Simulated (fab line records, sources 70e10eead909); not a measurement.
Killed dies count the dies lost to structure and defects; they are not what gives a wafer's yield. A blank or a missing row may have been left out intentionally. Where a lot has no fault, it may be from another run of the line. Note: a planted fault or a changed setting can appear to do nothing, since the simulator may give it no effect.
Comparing a struck lot with a sound one ; flow nand_harc ; 15 out of 1302 route steps
Sound: these wafers, L537.1, L537.3, L537.6. Struck: wafer L551.5 (L551.1, L551.2, from the same lot, were not struck and are left out); the cause is given at the end.
For every step that has rows: the tool of each side, followed by ch and its chambers, followed by its first start. Under that, the readings that differ: sound wafers ; struck wafers ; difference of the means ; sigmas: that difference in standard deviations of wafers without a fault.
alike: same words and numbers on both sides, and readings whose means sit less than 2 such deviations apart. not compared: any withheld reading, any reading some wafer has no value for, any bound like >300 that may hide the same value, and any number with overlapping values for which the record gives no deviation.
A row with sigmas, a row that says differs or no value, or rows on one side alone: a step with any of these is where the two part. Numbers that have no deviation but don't overlap get no sigmas and don't part them. A reading missing from all wafers of one side parts the sides only when that side holds two or more wafers.

NHARC_P_M2_INSPECT_11:
  struck on defect_inspect-02, day 13 03:49; sound on defect_inspect-01, day 7 01:59
  alike: raw_defect_count
NHARC_P_M2_DESCUM_14: chemistry O2, time 3 s.
  sound on rie_diel-02 ch 1,2, day 7 02:02; struck on rie_diel-04 ch 1, day 13 03:53
reading;sound;struck;difference;sigmas
rf_vpp_V (V);57.8 58.8 56.3;59.5;+1.9;+2
  alike: drypump_motor_current_A, oes_product_au, showerhead_plenum_p_Torr, throttle_valve_pct
  not compared: rf_hours_counter_h
then, 1 step without rows for these wafers: NHARC_P_M2_ETCH_35 (etches the open film in N2/H2, target depth 40 nm, overetch 12 nm, time 43.94 s).
NHARC_P_M2_ETCH_15: etches the open film in C4F8/Ar, target depth 182.5 nm, time 91.2 s.
  sound on rie_diel-02 ch 1,2,3; struck on rie_diel-04 ch 2
  alike: oes_product_au, rf_vpp_V
  not compared: rf_hours_counter_h
NHARC_P_M2_CD_MEAS_16:
  struck on cd_sem-03, day 13 04:10; sound on cd_sem-01, day 7 02:50
  alike: cd_nm
then, 3 steps without rows for these wafers: NHARC_P_M2_STRIP_18 (strips in N2/H2); NHARC_P_M2_ETCH_28 (etches the open film in CF4/N2, target depth 30 nm, time 72.99 s); NHARC_P_M2_STRIP_19 (strips in post etch residue remover, time 600 s).
NHARC_P_M2_DEGAS_29: time 60 s.
  struck on pvd_sputter-01, day 13 04:53; sound on pvd_sputter-01, day 7 03:33
  alike: heater_power_w
NHARC_P_M2_PRE_CLEAN_30: time 30 s.
  sound on pvd_sputter-01; struck on pvd_sputter-01
  alike: heater_power_w
then, 1 step without rows for these wafers: NHARC_P_M2_PVD_20 (deposits TaN, target thk 5 nm, time 8.06 s).
NHARC_P_M2_PVD_21: deposits Cu, target thk 30 nm, time 20.49 s.
  sound on pvd_sputter-01; struck on pvd_sputter-01
  alike: chamber_pressure_pa, throttle_valve_pct
NHARC_P_M2_ECD_22: material Cu, target thk 400 nm.
  sound on ecd_cu-02 ch 0,1, day 7 03:55; struck on ecd_cu-02 ch 0,1, day 13 05:14
then, 1 step without rows for these wafers: NHARC_P_M2_ANNEAL_31 (time 90 s).
NHARC_P_M2_CMP_23: polishes, t overpolish 20 s, target thk 144.3 nm.
  sound on cmp-02 ch 1,3, day 7 04:39; struck on cmp-02 ch 2, day 13 05:58
reading;sound;struck;difference;sigmas
slurry_filter_dp_kPa (kPa);13.61 13.23 13.06;13.65;+0.35;+2
time_to_endpoint_s (s);29.1 30.8 31.9;14.9;-15.7;-8
  alike: motor_current_A

## WHERE THEY PART
At NHARC_P_M2_DESCUM_14 first; at NHARC_P_M2_CMP_23 last (within this record only).

WHY: the cause the simulator had injected
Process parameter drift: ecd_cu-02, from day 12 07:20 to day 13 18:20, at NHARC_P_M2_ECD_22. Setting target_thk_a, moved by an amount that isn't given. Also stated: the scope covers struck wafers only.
